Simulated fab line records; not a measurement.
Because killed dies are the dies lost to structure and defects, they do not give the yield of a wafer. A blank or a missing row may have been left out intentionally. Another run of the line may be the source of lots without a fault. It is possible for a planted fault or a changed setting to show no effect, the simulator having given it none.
2 desks, one fault + flow n5 finfet + each desk has only its own numbers; what lay behind them comes last

== AT THE METROLOGY DESK ==
Lot by lot, what the gauges showed, no matter which tool ran the lot: averages of those sampled wafers that carry a number. Any lot whose mean is over 4 standard deviations away from the usual mean is out of limits and marked OUT; that distance is given in the brackets. Of its 11 readings 7 are shown: those that lie furthest out on some lot.
Columns: A = DIBL_N at N5_BEOL_M4_RC_MEAS_101, usual 36.0 mV/V; B = IOFF_N at N5_BEOL_M4_RC_MEAS_101, usual 0.154 nA/um; C = IOFF_P at N5_BEOL_M4_RC_MEAS_101, usual 0.21 nA/um; D = ION_N at N5_BEOL_M4_RC_MEAS_101, usual 675 uA/um; E = SS_N at N5_BEOL_M4_RC_MEAS_101, usual 71.4 mV/dec; F = VT_N at N5_BEOL_M4_RC_MEAS_101, usual 250.2 mV; G = VT_P at N5_BEOL_M4_RC_MEAS_101, usual -251 mV
| lot  | first seen here | A    | B     | C    | D   | E    | F     | G    |
|------|-----------------|------|-------|------|-----|------|-------|------|
| L994 | day 7 01:50     | 36.7 | 0.164 | 0.21 | 678 | 71.7 | 249.7 | -248 |
| L996 | day 7 14:31     | 35.4 | 0.145 | 0.19 | 673 | 71.3 | 250.2 | -251 |
| L101 | day 9 07:43     | 37.1 | 0.171 | 0.20 | 682 | 71.6 | 249.9 | -254 |
| L102 | day 9 07:55     | 37.2 | 0.155 | 0.20 | 662 | 72.3 | 250.8 | -251 |
| L107 | day 10 06:13    | 35.1 | 0.146 | 0.19 | 664 | 71.2 | 250.2 | -254 |
| L108 | day 10 13:39    | 38.0 | 0.198 | 0.25 | 684 | 71.9 | 246.8 | -247 |
| L111 | day 11 09:31    | 36.3 | 0.173 | 0.26 | 678 | 71.2 | 247.3 | -243 |
| L112 | day 11 18:56    | 36.6 | 0.165 | 0.24 | 676 | 71.4 | 249.6 | -246 |
| L113 | day 11 22:09    | 36.6 | 0.162 | 0.22 | 673 | 71.7 | 251.0 | -251 |
This desk found nothing out of limits on any of the 9 lots.

== AT THE TOOL OWNER'S DESK: litho track-04 ==
The tool's own readings at N5_BEOL_M1_COAT_76 (time 60 s, resist thk 5 nm): means of the sampled wafers that have a number, for each lot that ran on this tool. Any lot whose mean is over 4 standard deviations away from the usual mean is out of limits and marked OUT; that distance is given in the brackets.
Columns: A = chill plate temp C at N5_BEOL_M1_COAT_76, usual 23.01 C; B = run length s at N5_BEOL_M1_COAT_76, usual 66.19 s
| lot  | first seen here | A     | B                       |
|------|-----------------|-------|-------------------------|
| L994 | day 7 02:55     | 22.98 | 66.11                   |
| L101 | day 9 08:22     | 22.96 | 66.16                   |
| L102 | day 9 09:00     | 22.95 | 66.19                   |
| L107 | day 10 06:48    | 23.13 | 87.80 (+99 or more) OUT |
| L108 | day 10 14:12    | 23.00 | 77.03 (+54) OUT         |
| L111 | day 11 10:20    | 22.99 | 80.68 (+72) OUT         |
This desk's finding: out of limits on L107, L108, L111; first on L107, day 10 06:48 (run length s at N5_BEOL_M1_COAT_76). In limits: L994, L101, L102.

== TAKEN TOGETHER ==
At day 10 06:48, on L107, L108, L111, the tool owner's desk was in a position to raise an alarm.
Metrology desk: nothing out of limits seen.
The metrology desk has L107, L108, L111 on record, within its limits.
Every lot named ran N5_BEOL_M1_COAT_76 on litho track-04.

== WHAT WAS PUT IN BY THE SIMULATOR ==
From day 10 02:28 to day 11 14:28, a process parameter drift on litho track-04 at N5_BEOL_M1_COAT_76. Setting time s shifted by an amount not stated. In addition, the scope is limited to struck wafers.
Lots struck among those shown: L107, L108, L111.
How many hours passed from the start of the fault until each desk's first out-of-limits reading: the tool owner's desk, 4.
